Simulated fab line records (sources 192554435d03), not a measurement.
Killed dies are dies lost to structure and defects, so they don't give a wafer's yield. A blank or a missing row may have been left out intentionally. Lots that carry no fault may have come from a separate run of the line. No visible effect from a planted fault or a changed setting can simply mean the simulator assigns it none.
fab line records	flow n5Finfet
record: lots: 9	wafers: 26	lastDay: 21
route steps=1938 shown FIN_SAQP@145 FIN_CUT@165 BEOL_M4@1111 PASSIVATION@1936
lots with no fault: from the same line, run without faults
startH: hours from the record's opening day to when the first of the lot's shown wafers began	waitH: how many hours have passed since the lot's step before this one	" same as the row above	L1.1+2: a row that stands for several wafers	- no value present, or no start provided	* or withheld: withheld	< > ~ a bound
route shown NAME@n: a module of which the file shows steps, and the number in the route of the first	usual: average and standard deviation across the fault-free wafers	same: alike in all rows	chamber/n: place in a boat	sites: the reading at each site	_std_site: standard deviation of those values	_edge_site: inner sites' mean taken away from outer sites' mean	radiusMm: how far each site lies from the wafer's centre	mask NAME#n: copy n	behind: the tool/chamber that last shaped the wafer	hold: the reason the lot was held/the length of the hold in hours/how it ended	device: the transistor (n, p or np) that didn't switch	end of line: the tests these same wafers got at the end of their route	a step given without rows: its recipe and nothing more	killed: count of dies lost to structure and defects at first sort (not the wafer's yield)	map: the dies of a wafer, with x for killed, . for not killed, _ for no die there
set.NAME: the setting the step ran with; set.NAME@STEP: the setting that earlier step ran with	model.NAME: the simulator's own value behind a step, which no gauge read
one table for each step of the route and one row for each wafer, over a sample of lots
services: the hour from which a tool's chamber was out of use, counted from the record's first day as startH (under 0 if before that day), plus the number of hours and why
== steps ==
step: N5_FIN_SAQP_HM_CD_35
recipe: targetCdNm: 8	polarity: line
usual: cdNm: 8.18/0.25
lot.wafer	tool	chamber	startH	waitH	cdNm
L777.2	cdSem-03	-	37.86	0.1	8.63
L777.5	"	-	"	"	8.12
L777.6	"	-	"	"	8.26
L781.4	cdSem-02	-	61.73	0.1	8.10
L781.5	"	-	"	"	8.17
L782.1	cdSem-02	-	69.27	0.1	8.31
L782.2	"	-	"	"	8.11
L782.6	"	-	"	"	8.04
L785.1	cdSem-01	-	89.44	0.1	7.86
L785.3	"	-	"	"	7.94
L785.5	"	-	"	"	8.00
L789.1	cdSem-01	-	109.95	0.1	8.00
L789.5	"	-	"	"	8.33
L789.6	"	-	"	"	8.07
L790.1	cdSem-03	-	117.43	0.1	8.64
L790.2	"	-	"	"	8.45
L790.5	"	-	"	"	7.87
L791.2	cdSem-02	-	122.82	0.1	8.04
L791.3	"	-	"	"	8.36
L791.6	"	-	"	"	8.25
L795.1	cdSem-02	-	146.99	0.1	7.91
L795.3	"	-	"	"	8.03
L795.4	"	-	"	"	7.80
L798.2	cdSem-01	-	164.53	0.1	7.76
L798.3	"	-	"	"	7.61
L798.6	"	-	"	"	8.23
step: N5_FIN_SAQP_FIN_ETCH_36
recipe: chemistry: HBr/Cl2/O2	targetDepthA: 1200	maskMaterial: SiNx	timeS: 50.4	biasW: 102	pressureMtorr: 10	icpW: 800	HBr_flow_sccm: 150	Cl2_flow_sccm: 80	O2_flow_sccm: 12
usual: HBr_flow_sccm: 150.0/0.39	O2_flow_sccm: 12.00/0.038	drypumpMotorCurrentA: 5.9/0.46	heBacksideLeakSccm: 2.6/0.37	oesProductAu: 0.996/0.027	throttleValvePct: 35.99/0.26
lot.wafer	tool	chamber	startH	waitH	HBr_flow_sccm	O2_flow_sccm	drypumpMotorCurrentA	heBacksideLeakSccm	oesProductAu	rfHoursCounterH	throttleValvePct
L777.2	rieSi-02	2	37.92	0.0	150.0	12.04	5.8	2.5	0.992	1	35.88
L777.5	"	3	"	"	150.4	12.02	5.4	2.7	1.016	-	36.27
L777.6	"	2	"	"	150.3	12.00	5.8	2.5	0.996	-	35.86
L781.4	rieSi-02	3	61.78	0.0	150.0	11.97	5.4	2.8	1.033	146	36.25
L781.5	"	0	"	"	150.3	11.98	6.2	2.7	1.016	-	36.39
L782.1	rieSi-02	1	69.34	0.0	149.8	11.99	6.0	2.4	1.004	66	35.97
L782.2	"	0	"	"	149.9	11.99	6.3	2.7	1.006	119	36.41
L782.6	"	3	"	"	150.5	12.04	5.4	2.6	1.039	-	36.22
L785.1	rieSi-03	3	89.51	0.0	150.1	12.04	5.3	2.5	0.989	122	35.97
L785.3	"	1	"	"	149.8	11.94	5.5	2.5	1.013	3	36.04
L785.5	"	1	"	"	150.2	11.98	5.5	2.5	1.012	-	36.07
L789.1	rieSi-02	2	110.02	0.0	149.8	11.96	5.8	2.6	0.988	2	35.89
L789.5	"	0	"	"	149.2	12.03	6.2	2.6	1.006	-	36.40
L789.6	"	1	"	"	150.3	12.03	6.0	2.4	0.986	-	36.03
L790.1	rieSi-03	3	117.49	0.0	150.6	12.01	5.3	2.5	0.995	123	35.96
L790.2	"	0	"	"	149.9	12.01	6.8	2.3	1.014	9	35.80
L790.5	"	2	"	"	149.7	12.01	5.7	3.2	0.939	-	35.88
L791.2	rieSi-03	3	122.88	0.0	150.3	12.00	5.3	2.4	0.994	123	35.94
L791.3	"	1	"	"	150.4	12.01	5.5	2.3	1.012	4	36.05
L791.6	"	3	"	"	150.1	12.04	5.3	2.4	1.006	-	35.95
L795.1	rieSi-03	2	147.06	0.0	149.7	12.08	5.7	3.1	0.946	70	35.87
L795.3	"	0	"	"	150.3	11.96	6.8	2.2	1.011	10	35.79
L795.4	"	1	"	"	150.4	11.97	5.4	2.4	1.016	4	36.05
L798.2	rieSi-03	3	164.60	0.0	150.5	11.97	5.3	2.4	0.992	124	35.94
L798.3	"	2	"	"	150.8	12.06	5.8	3.1	0.946	70	35.89
L798.6	"	3	"	"	150.1	11.96	5.3	2.4	0.986	-	35.98
step: N5_FIN_CUT_INSPECT_10
recipe: mode: adi	inspectInstrument: brightfield
usual: rawDefectCount: 42/12
lot.wafer	tool	chamber	startH	waitH	rawDefectCount
L777.2	defectInspect-01	-	38.69	0.0	89
L777.5	"	-	"	"	46
L777.6	"	-	"	"	44
L781.4	defectInspect-02	-	62.43	0.0	23
L781.5	"	-	"	"	24
L782.1	defectInspect-01	-	70.11	0.1	46
L782.2	"	-	"	"	43
L782.6	"	-	"	"	38
L785.1	defectInspect-01	-	90.28	0.1	57
L785.3	"	-	"	"	58
L785.5	"	-	"	"	59
L789.1	defectInspect-01	-	110.78	0.1	34
L789.5	"	-	"	"	38
L789.6	"	-	"	"	49
L790.1	defectInspect-01	-	118.26	0.1	43
L790.2	"	-	"	"	33
L790.5	"	-	"	"	68
L791.2	defectInspect-01	-	123.52	0.0	60
L791.3	"	-	"	"	45
L791.6	"	-	"	"	38
L795.1	defectInspect-01	-	147.73	0.1	48
L795.3	"	-	"	"	52
L795.4	"	-	"	"	57
L798.2	defectInspect-01	-	165.24	0.0	39
L798.3	"	-	"	"	34
L798.6	"	-	"	"	42
step: N5_FIN_CUT_ETCH_21
recipe: chemistry: N2/H2	target: SOC	targetDepthA: 2190	overetchA: 438	maskMaterial: SiARC	tempC: 40	ionEnergyEv: 100	biasW: 61	timeS: 523.5	pressureMtorr: 30	sourceW: 850	n2FlowSccm: 200	h2FlowSccm: 200
usual: biasW: 60.98/0.18	chamberPressureMTorr: 30.001/0.03	drypumpMotorCurrentA: 5.7/0.37	oesProductAu: 0.70/0.058	rfVppV: 240.5/1.5	showerheadPlenumPTorr: 2.52/0.093	throttleValvePct: 17.8/0.32
lot.wafer	tool	chamber	startH	waitH	biasW	chamberPressureMTorr	drypumpMotorCurrentA	oesProductAu	rfHoursCounterH	rfVppV	showerheadPlenumPTorr	throttleValvePct
L777.2	rieDiel-06	0	38.81	0.0	60.75	29.960	5.7	0.65	230	242.1	2.50	17.7
L777.5	"	3	"	"	61.04	30.017	5.4	0.64	-	239.3	2.42	18.4
L777.6	"	0	"	"	61.06	30.008	5.7	0.66	-	240.0	2.50	17.7
L781.4	rieDiel-06	0	62.55	0.0	60.71	29.975	5.7	0.65	234	239.1	2.50	17.7
L781.5	"	1	"	"	60.76	29.976	5.7	0.74	-	238.8	2.43	18.0
L782.1	rieDiel-03	3	70.23	0.0	61.03	30.052	6.5	0.73	102	240.5	2.55	17.6
L782.2	"	2	"	"	60.85	30.013	6.0	0.68	162	238.6	2.43	17.5
L782.6	"	0	"	"	60.95	29.992	5.3	0.64	-	240.5	2.50	18.0
L785.1	rieDiel-03	0	90.41	0.0	61.56	29.996	5.2	0.64	219	240.3	2.50	18.0
L785.3	"	2	"	"	60.87	29.962	6.0	0.68	165	239.7	2.43	17.5
L785.5	"	0	"	"	61.20	29.992	5.2	0.64	-	240.6	2.50	18.0
L789.1	rieDiel-03	1	110.91	0.0	-	-	-	-	-	-	-	-
L789.5	"	2	"	"	-	-	-	-	-	-	-	-
L789.6	"	1	"	"	-	-	-	-	-	-	-	-
L790.1	rieDiel-06	3	118.39	0.0	-	-	-	-	-	-	-	-
L790.2	"	1	"	"	-	-	-	-	-	-	-	-
L790.5	"	1	"	"	-	-	-	-	-	-	-	-
L791.2	rieDiel-02	2	123.65	0.0	-	-	-	-	-	-	-	-
L791.3	"	3	"	"	-	-	-	-	-	-	-	-
L791.6	"	0	"	"	-	-	-	-	-	-	-	-
L795.1	rieDiel-06	3	148.10	0.0	60.61	29.935	5.4	0.63	242	239.4	2.41	18.5
L795.3	"	0	"	"	61.07	30.087	5.7	0.65	249	240.9	2.49	17.7
L795.4	"	2	"	"	61.20	30.002	5.8	0.69	153	241.5	2.65	17.4
L798.2	rieDiel-02	1	165.56	0.0	60.98	29.992	4.8	0.70	147	240.6	2.54	18.0
L798.3	"	2	"	"	61.18	30.032	5.8	0.66	179	238.1	2.44	18.1
L798.6	"	2	"	"	61.00	30.006	5.9	0.67	-	238.8	2.44	18.1
step: N5_FIN_CUT_CUT_ETCH_27
recipe: chemistry: CHF3/O2	target: SiO2	targetDepthA: 40	maskMaterial: SOC	overetchA: 20	timeS: 4.9	pressureMtorr: 30	sourceW: 650	biasW: 170	Ar_flow_sccm: 200	CHF3_flow_sccm: 50	O2_flow_sccm: 5	ionEnergyEv: 200
usual: CHF3_flow_sccm: 49.99/0.15	O2_flow_sccm: 5.001/0.017	drypumpMotorCurrentA: 5.7/0.37	mfcArSccm: 200.1/0.62	oesProductAu: 0.60/0.05	rfVppV: 524/13	showerheadPlenumPTorr: 2.41/0.085	throttleValvePct: 18.9/0.35
lot.wafer	tool	chamber	startH	waitH	CHF3_flow_sccm	O2_flow_sccm	drypumpMotorCurrentA	mfcArSccm	oesProductAu	rfHoursCounterH	rfVppV	showerheadPlenumPTorr	throttleValvePct
L777.2	rieDiel-06	0	39.20	0.0	50.26	4.982	5.7	201.2	0.56	230	537	2.39	18.8
L777.5	"	3	"	"	50.24	4.989	5.4	200.2	0.55	-	536	2.30	19.4
L777.6	"	0	"	"	50.04	5.020	5.7	201.0	0.56	-	537	2.39	18.8
L781.4	rieDiel-06	0	62.94	0.0	50.12	5.004	5.7	198.6	0.57	234	538	2.38	18.8
L781.5	"	1	"	"	49.53	5.006	5.7	200.1	0.64	-	521	2.36	19.4
L782.1	rieDiel-03	3	70.62	0.0	49.96	5.018	6.4	199.7	0.63	102	529	2.46	18.8
L782.2	"	2	"	"	50.12	5.000	6.0	199.4	0.58	162	523	2.30	18.4
L782.6	"	0	"	"	50.01	4.986	5.2	199.2	0.55	-	489	2.38	19.2
L785.1	rieDiel-03	0	90.80	0.0	49.84	5.019	5.2	200.2	0.55	219	488	2.38	19.2
L785.3	"	2	"	"	49.92	4.983	6.0	199.6	0.57	165	524	2.30	18.4
L785.5	"	0	"	"	50.03	5.009	5.2	200.0	0.55	-	489	2.38	19.2
L789.1	rieDiel-03	1	111.30	0.0	50.26	5.024	5.9	200.5	0.28	193	531	2.49	18.8
L789.5	"	2	"	"	49.86	4.993	6.0	200.2	0.27	-	523	2.29	18.4
L789.6	"	1	"	"	50.06	4.999	5.9	200.2	0.28	-	530	2.49	18.8
L790.1	rieDiel-06	3	118.78	0.0	49.97	5.042	5.4	199.6	0.25	234	537	2.29	19.3
L790.2	"	1	"	"	49.95	5.011	5.6	199.9	0.30	111	522	2.36	19.3
L790.5	"	1	"	"	49.98	4.982	5.6	199.2	0.30	-	521	2.36	19.3
L791.2	rieDiel-02	2	124.04	0.0	50.01	4.980	5.9	199.2	0.27	166	543	2.32	19.1
L791.3	"	3	"	"	50.06	5.010	5.4	200.2	0.34	16	525	2.56	18.4
L791.6	"	0	"	"	50.18	4.995	5.8	200.4	0.32	-	517	2.39	18.9
L795.1	rieDiel-06	3	148.49	0.0	49.76	4.984	5.4	199.2	0.54	242	537	2.29	19.4
L795.3	"	0	"	"	50.03	5.026	5.7	200.5	0.55	249	537	2.38	18.8
L795.4	"	2	"	"	50.10	5.010	5.8	200.0	0.59	154	520	2.52	18.5
L798.2	rieDiel-02	1	165.95	0.0	50.08	4.991	4.9	199.5	0.61	147	512	2.45	19.2
L798.3	"	2	"	"	49.75	4.986	5.8	199.5	0.57	179	541	2.32	19.2
L798.6	"	2	"	"	49.89	5.001	5.8	200.0	0.57	-	543	2.31	19.2
step: N5_BEOL_M4_RC_MEAS_101
usual: DIBL_N: 37.7/2	DIBL_P: 37.7/2.3	IOFF_N: 0.18/0.039	IOFF_P: 0.23/0.042	ION_N: 681/12	ION_P: 463/8	SS_N: 71.9/0.68	SS_P: 73.6/0.71	VT_N: 248/3.2	VT_P: -249/3.1
lot.wafer	tool	chamber	startH	waitH	DIBL_N[mV/V]	DIBL_P[mV/V]	IOFF_N[nA/um]	IOFF_P[nA/um]	ION_N[uA/um]	ION_P[uA/um]	SS_N[mV/dec]	SS_P[mV/dec]	VT_N[mV]	VT_P[mV]
L777.2	prober-02	0	265.07	0.2	42.7	41.4	0.26	0.31	704	480	73.3	74.6	244	-245
L777.5	"	0	"	"	36.7	34.8	0.13	0.18	672	465	71.3	72.9	254	-254
L777.6	"	0	"	"	42.0	40.6	0.25	0.30	707	482	72.9	74.4	245	-247
L782.1	prober-01	0	298.57	0.0	40.2	40.8	0.22	0.27	673	456	72.8	74.5	246	-248
L782.2	"	0	"	"	39.1	39.3	0.21	0.24	687	465	72.5	73.8	247	-248
L782.6	"	0	"	"	38.9	38.2	0.19	0.22	662	449	71.9	73.5	251	-251
L781.4	prober-01	0	305.76	0.5	36.3	37.5	0.16	0.21	684	469	72.1	73.8	252	-249
L781.5	"	0	"	"	39.2	41.1	0.23	0.26	700	471	72.5	75.4	245	-248
L785.1	prober-02	0	323.10	0.0	34.1	34.6	0.14	0.18	668	453	70.5	72.2	250	-252
L785.3	"	0	"	"	36.3	37.9	0.19	0.24	697	472	72.3	73.2	247	-248
L785.5	"	0	"	"	34.2	35.2	0.16	0.19	689	470	71.6	73.5	247	-249
L795.1	prober-01	0	385.68	0.0	38.0	40.6	0.18	0.23	686	471	72.0	73.7	247	-252
L795.3	"	0	"	"	33.6	34.2	0.11	0.14	645	444	71.2	71.8	256	-253
L795.4	"	0	"	"	35.8	36.5	0.15	0.17	675	454	71.7	73.3	251	-256
L798.2	prober-02	0	402.43	0.2	36.5	36.5	0.16	0.26	662	460	71.5	73.6	250	-245
L798.3	"	0	"	"	33.3	31.9	0.12	0.17	680	463	70.8	73.0	248	-251
L798.6	"	0	"	"	36.9	37.3	0.19	0.26	686	475	72.2	74.0	248	-246
step: N5_PASSIVATION_PROBE_49
usual: defectLimitedYield: 91.1/1.4	killed_at_M0_to_M3: 34/9.6	killed_at_M4_up: 15/5.3	killedAtContacts: 12/6.1	killedAtFrontEnd: 40/11	killedAtOther: 3.5/2.8	killedDies: 105/17	killedOnRim: 14/4.3	killedOpen: 70/12	killedShort: 34/7.7	sort_bin_4_leakage: 0.01/0.07	sort_bin_5_function: 5.2/0.97	sort_bin_6_memory: 3.4/0.62	sort_bin_8_speed: 0.00/0.023	sortNPass: 1075/17	sortYieldPct: 91.1/1.4
same: grossDies: 1180	killedAtBackSide: 0
lot.wafer	tool	chamber	startH	waitH	defectLimitedYield[%]	killed_at_M0_to_M3	killed_at_M4_up	killedAtContacts	killedAtFrontEnd	killedAtOther	killedDies	killedOnRim	killedOpen	killedShort	sort_bin_4_leakage[%]	sort_bin_5_function[%]	sort_bin_6_memory[%]	sort_bin_8_speed[%]	sortNPass	sortYieldPct[%]
L785.1	prober-01	-	435.73	0.0	90.9	38	20	9	39	1	107	18	66	39	0	4.7	3.9	0	1073	90.9
L785.3	prober-01	-	435.83	0.1	91.2	36	19	7	39	3	104	18	73	30	0	5.5	3.1	0	1076	91.2
L785.5	prober-01	-	435.93	0.2	91.4	34	20	8	37	3	102	9	74	27	0	4.7	3.6	0	1078	91.4
L790.1	prober-01	-	450.39	0.0	0	47	17	17	1096	3	1180	152	94	49	0	95.7	4.1	0	0	0
L790.2	prober-01	-	450.44	0.1	0	23	17	11	1129	0	1180	152	47	21	0	97.0	2.6	0	0	0
L790.5	prober-01	-	450.59	0.2	0	33	21	10	1116	0	1180	152	73	33	0	96.3	3.4	0	0	0
L791.2	prober-01	-	456.98	0.1	0	29	10	12	1123	6	1180	152	49	46	0	96.5	3.3	0	0	0
L791.3	prober-01	-	457.03	0.1	0	30	21	10	1113	6	1180	152	53	40	0	96.6	2.9	0	0	0
L791.6	prober-01	-	457.18	0.3	0	32	18	9	1115	6	1180	152	67	34	0	96.9	3.0	0	0	0
L789.1	prober-02	-	462.14	0.0	0	32	19	4	1125	0	1180	152	64	40	0	96.4	3.2	0	0	0
L789.5	prober-02	-	462.34	0.2	0	49	30	8	1091	2	1180	152	117	40	0	95.3	4.5	0	0	0
L789.6	prober-02	-	462.39	0.3	0	34	25	6	1115	0	1180	152	71	26	0	97.2	2.5	0	0	0
killed by level:class
L785.1 BEOL_M0_SAQP:geometricParticle:short=10 DUMMY_GATE:geometricParticle:open=9 BEOL_M2:geometricParticle:open=8 MOL_CONTACT_COAG:geometricParticle:open=6 BEOL_M0_SAQP:geometricParticle:open=6 FIN_SAQP:geometricParticle:short=5 FIN_SAQP:geometricParticle:open=5 BEOL_M3:geometricParticle:open=5
L785.3 BEOL_M3:geometricParticle:open=15 STI_FIN_REVEAL:geometricParticle:open=11 BEOL_M4:geometricParticle:open=8 FIN_SAQP:geometricParticle:open=5 DUMMY_GATE:geometricParticle:open=5 BEOL_M2:geometricParticle:open=5 DUMMY_GATE:geometricParticle:short=4 MOL_CONTACT_COAG:geometricParticle:open=4
L785.5 BEOL_M2:geometricParticle:open=15 STI_FIN_REVEAL:geometricParticle:open=13 BEOL_M1:geometricParticle:open=8 BEOL_M4:geometricParticle:open=8 FIN_SAQP:geometricParticle:open=7 FIN_SAQP:geometricParticle:short=7 MOL_CONTACT_COAG:geometricParticle:open=7 BEOL_M0_SAQP:geometricParticle:short=5
L790.1 FIN_CUT:areaEtch=1035 FIN_SAQP:geometricParticle:short=25 FIN_SAQP:geometricParticle:open=17 MOL_CONTACT_COAG:geometricParticle:open=14 BEOL_M1:geometricParticle:open=14 BEOL_M0_SAQP:geometricParticle:open=12 BEOL_M4:geometricParticle:open=9 BEOL_M0_SAQP:geometricParticle:short=6
L790.2 FIN_CUT:areaEtch=1111 BEOL_M4:geometricParticle:open=12 MOL_CONTACT_COAG:geometricParticle:open=9 BEOL_M2:geometricParticle:open=8 FIN_SAQP:geometricParticle:short=5 BEOL_M0_SAQP:geometricParticle:short=5 BEOL_M1:geometricParticle:open=4 STARTING-WAFER:geometricParticle:open=3
L790.5 FIN_CUT:areaEtch=1072 FIN_SAQP:geometricParticle:open=12 MOL_CONTACT_COAG:geometricParticle:open=9 BEOL_M2:geometricParticle:open=9 FIN_SAQP:geometricParticle:short=8 DUMMY_GATE:geometricParticle:open=7 BEOL_M0_SAQP:geometricParticle:open=7 GATE_CUT:geometricParticle:short=6
L791.2 FIN_CUT:areaEtch=1084 BEOL_M0_SAQP:geometricParticle:short=15 FIN_SAQP:geometricParticle:short=10 MOL_CONTACT_COAG:geometricParticle:open=8 BEOL_M0_SAQP:geometricParticle:open=7 STI_FIN_REVEAL:geometricParticle:open=6 STARTING-WAFER:geometricParticle:short=5 FIN_SAQP:geometricParticle:open=4
L791.3 FIN_CUT:areaEtch=1087 FIN_SAQP:geometricParticle:short=9 BEOL_M0_SAQP:geometricParticle:open=9 MOL_CONTACT_COAG:geometricParticle:open=8 BEOL_M2:geometricParticle:open=7 BEOL_M4:geometricParticle:open=7 BEOL_M4:geometricParticle:short=6 BEOL_M0_SAQP:geometricParticle:short=5
L791.6 FIN_CUT:areaEtch=1079 MOL_CONTACT_COAG:geometricParticle:open=9 BEOL_M2:geometricParticle:open=9 BEOL_M4:geometricParticle:open=9 FIN_SAQP:geometricParticle:short=7 STI_FIN_REVEAL:geometricParticle:open=6 BEOL_M0_SAQP:geometricParticle:short=6 FIN_SAQP:geometricParticle:open=5
L789.1 FIN_CUT:areaEtch=1075 FIN_SAQP:geometricParticle:open=14 STI_FIN_REVEAL:geometricParticle:open=9 FIN_SAQP:geometricParticle:short=8 BEOL_M0_SAQP:geometricParticle:open=7 BEOL_M4:geometricParticle:open=7 STI_FIN_REVEAL:geometricParticle:short=5 BEOL_M2:geometricParticle:short=5
L789.5 FIN_CUT:areaEtch=1022 STI_FIN_REVEAL:geometricParticle:open=31 BEOL_M3:geometricParticle:open=17 BEOL_M4:geometricParticle:open=16 FIN_SAQP:geometricParticle:open=11 STI_FIN_REVEAL:geometricParticle:short=10 BEOL_M1:geometricParticle:open=8 MOL_CONTACT_COAG:geometricParticle:open=7
L789.6 FIN_CUT:areaEtch=1081 STI_FIN_REVEAL:geometricParticle:open=13 BEOL_M3:geometricParticle:open=11 BEOL_M4:geometricParticle:open=11 BEOL_M3:geometricParticle:short=6 FIN_SAQP:geometricParticle:short=5 MOL_CONTACT_COAG:geometricParticle:open=5 BEOL_M0_SAQP:geometricParticle:short=5
== services ==
tool	chamber	startH	hours	kind
rieDiel-03	-	28.37	2.8	pm
rieDiel-06	2	43.11	2.8	repair
rieDiel-02	-	48.24	1.3	repair
rieSi-03	1	72.40	7.9	repair
rieDiel-02	1	82.56	4.2	repair
rieDiel-06	-	82.88	0.7	repair
rieSi-02	3	113.66	15.8	repair
rieDiel-03	2	118.77	6.3	repair
rieSi-03	1	133.48	3.0	repair
rieSi-02	-	148.65	0.1	repair
rieDiel-06	0	152.53	-	clean
rieDiel-06	0	152.53	-	consumableReplace:focusRing
rieDiel-06	0	152.53	21.1	scheduledDown
rieDiel-06	0	152.53	21.1	ventCycle
rieSi-02	0	154.09	8.8	repair
== key ==
firstSign: step: N5_FIN_CUT_ETCH_21	reading: toolRecord	direction: missing
effect: step: N5_FIN_CUT_CUT_ETCH_27	reading: oesProductAu	direction: down	sigmas: 6.2	usual: 0.60	struck: 0.29
effect: step: N5_PASSIVATION_PROBE_49	reading: killedAtFrontEnd	direction: up	sigmas: 99+	usual: 40	struck: 1114
moreKillsBornAt: N5_FIN_CUT_ETCH_21@rieDiel-02: 3250	N5_FIN_CUT_ETCH_21@rieDiel-06: 3218	N5_FIN_CUT_ETCH_21@rieDiel-03: 3178
metAt N5_FIN_CUT_ETCH_21
struckLots L789,L790,L791
laterRowsLeftOut L789.1,L789.5,L789.6,L790.1,L790.2,L790.5,L791.2,L791.3,L791.6
notActingAt N5_FIN_SAQP_HM_CD_35,N5_FIN_SAQP_FIN_ETCH_36,N5_FIN_CUT_INSPECT_10
onsetBetween 90.41 110.91
fault: kind: skippedStepWhole	tool: rieDiel-02,rieDiel-03,rieDiel-06	chamber: -	onsetH: 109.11	steps: N5_FIN_CUT_ETCH_21	scope: struckLotsOnly
laterRowsLeftOut: the simulator's readings of these wafers behind a module that went badly wrong aren't trusted and aren't shown, but for the sort
